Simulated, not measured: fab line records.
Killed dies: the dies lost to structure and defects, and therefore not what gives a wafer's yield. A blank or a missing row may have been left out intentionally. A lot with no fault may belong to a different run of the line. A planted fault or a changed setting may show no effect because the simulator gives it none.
Matching of chambers	flow n5-finfet	N5_DUMMY_GATE_ETCH_42 on rie-diel-04 has 4 sister chambers
The step etches SiO2 in CHF3/O2, target depth 3.5 nm, time 31 s. 4 wafers are shown with their chamber, then 9 later ones without.

WAFERS WITH THEIR CHAMBER
wafer	chamber	showerhead-plenum-p-Torr (Torr)
L083.6	0	2.36
L087.2	3	2.46
L087.5	1	2.40
L087.6	2	2.34

WAFERS WHOSE CHAMBER IS MISSING
wafer	showerhead-plenum-p-Torr (Torr)
L089.1	2.36
L089.3	2.40
L089.5	2.36
L092.1	2.35
L092.2	2.39
L092.6	2.39
L094.1	2.35
L094.5	2.39
L094.6	2.35

WHICH CHAMBER EACH ONE RAN IN
wafer	from the rows above	in truth
L089.1	0	0
L089.3	1	1
L089.5	0	0
L092.1	can't be placed: 0 or 2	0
L092.2	1	1
L092.6	1	1
L094.1	can't be placed: 0 or 2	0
L094.5	1	1
L094.6	can't be placed: 0 or 2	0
Correct placement for 6 of the 9. These rows do not allow placing 3 (true chamber among the candidates in 3). 0 placed wrongly.
How it was worked out, from the rows above alone: a wafer's distance from a chamber is the root of the sum, over the readings, of the square of ((its reading less the chamber's mean) divided by the reading's scatter). If the next closest chamber is less than 2 further off than the closest, the wafer can't be placed; otherwise it belongs to the closest. The mean given for a chamber averages the wafers shown for that chamber. The scatter (one wafer shown for each chamber): square how far every hidden wafer sits from the nearest shown wafer, average those squares and take the square root.
